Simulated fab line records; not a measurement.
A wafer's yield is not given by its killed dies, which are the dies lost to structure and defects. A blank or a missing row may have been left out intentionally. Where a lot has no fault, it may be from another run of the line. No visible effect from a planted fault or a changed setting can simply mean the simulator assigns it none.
Struck lot and sound lot, side by side ; flow n5-finfet ; 21 out of 1938 route steps
Sound: the wafers L783.1, L783.3, L783.6. Wafers L768.2, L768.4, L768.6 were the ones struck. Last of all comes the cause.
At each step with rows: each side's tool, then ch and its chambers, then its first start. Under that, the readings that differ: sound wafers ; struck wafers ; difference of the means ; sigmas: that difference in standard deviations of wafers without a fault.
alike: same words and numbers on both sides, and readings whose means sit less than 2 such deviations apart. not compared: any withheld reading, any reading some wafer has no value for, any bound like >300 that may hide the same value, and any number with overlapping values for which the record gives no deviation.
A row with sigmas, a row that says differs or no value, or rows on one side alone: a step with any of these is where the two part. When numbers do not overlap yet have no deviation, they are printed without sigmas and do not part them. Lack of a reading on every wafer of one side parts them only where that side has two or more wafers.

first, 9 steps without rows for these wafers: N5_BEOL_M0_PRE_CLEAN_131 (time 15 s); N5_BEOL_M0_CO_CAP_123 (material Co, precursor CCTBA/H2, target thk 2 nm, time 102.1 s); N5_BEOL_M0_PRE_CLEAN_124 (time 15 s); N5_BEOL_M0_DEP_125 (deposits SiCN from 3MS/NH3, target thk 8 nm, time 14 s); N5_BEOL_M1_ILD_DEP_00 (deposits SiOC from DEMS/O2, target thk 79 nm, time 15.3 s); N5_BEOL_M1_PECVD_72 (deposits SiO2 from TEOS/O2, target thk 16 nm, time 18 s); N5_BEOL_M1_HM_DEP_02 (deposits TiN, target thk 20 nm); N5_BEOL_M1_COAT_61 (time 60 s, resist thk 60 nm); N5_BEOL_M1_COAT_62 (time 60 s, resist thk 12 nm).
N5_BEOL_M1_COAT_73: time 60 s, resist thk 5 nm.
  sound on litho-track-02 ch 0, day 12 02:34; struck on litho-track-04 ch 0, day 8 13:04
reading;sound;struck;difference;sigmas
spin-speed-rpm (rpm);1500.4 1500.5 1498.7;1438.2 1437.3 1437.5;-62.2;-77
then, 7 steps without rows for these wafers: N5_BEOL_M1_COAT_05 (resist thk 30 nm); N5_BEOL_M1_EBR_07; N5_BEOL_M1_SOFTBAKE_06 (time 60 s); N5_BEOL_M1_EXPOSE_08 (exposes mask M1); N5_BEOL_M1_PEB_09 (peb time 60 s); N5_BEOL_M1_DEVELOP_10 (develop time 30 s); N5_BEOL_M1_DESCUM_16 (chemistry O2, time 7 s).
N5_BEOL_M1_ETCH_74: etches underlayer in N2/H2, target depth 6.5 nm, time 5.2 s.
  sound on rie-diel-05 ch 0,1,2, day 12 03:14; struck on rie-diel-05 ch 1,3, day 8 13:36
reading;sound;struck;difference;sigmas
model.etch.depth-nm (nm);4.995 4.99 5.014;5.125 5.121 5.121;+0.123;
  alike: drypump-motor-current-A, etch-rf-on-time-s, h2-flow-sccm, n2-flow-sccm, oes-product-au, rf-vpp-V, showerhead-plenum-p-Torr, throttle-valve-pct
  not compared: rf-hours-counter-h
then, 1 step without rows for these wafers: N5_BEOL_M1_ETCH_63 (etches SiARC in CF4, target depth 15.6 nm, time 26 s).
N5_BEOL_M4_RC_MEAS_101:
  sound on prober-01 ch 0, day 13 23:21; struck on prober-01 ch 0, day 10 11:53
  alike: DIBL_N, DIBL_P, IOFF_N, IOFF_P, ION_N, ION_P, SS_N, SS_P, VT_N, VT_P
following that, these wafers have no rows for 1 step: N5_PASSIVATION_PROBE_49.

WHERE THEY PART
Only at N5_BEOL_M1_COAT_73, as far as this record shows. Later steps at which nothing parts them and some readings are alike: N5_BEOL_M1_ETCH_74, N5_BEOL_M4_RC_MEAS_101.

WHY: what the simulator had put in
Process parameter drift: litho-track-04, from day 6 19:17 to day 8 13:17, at N5_BEOL_M1_COAT_73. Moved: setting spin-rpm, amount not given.
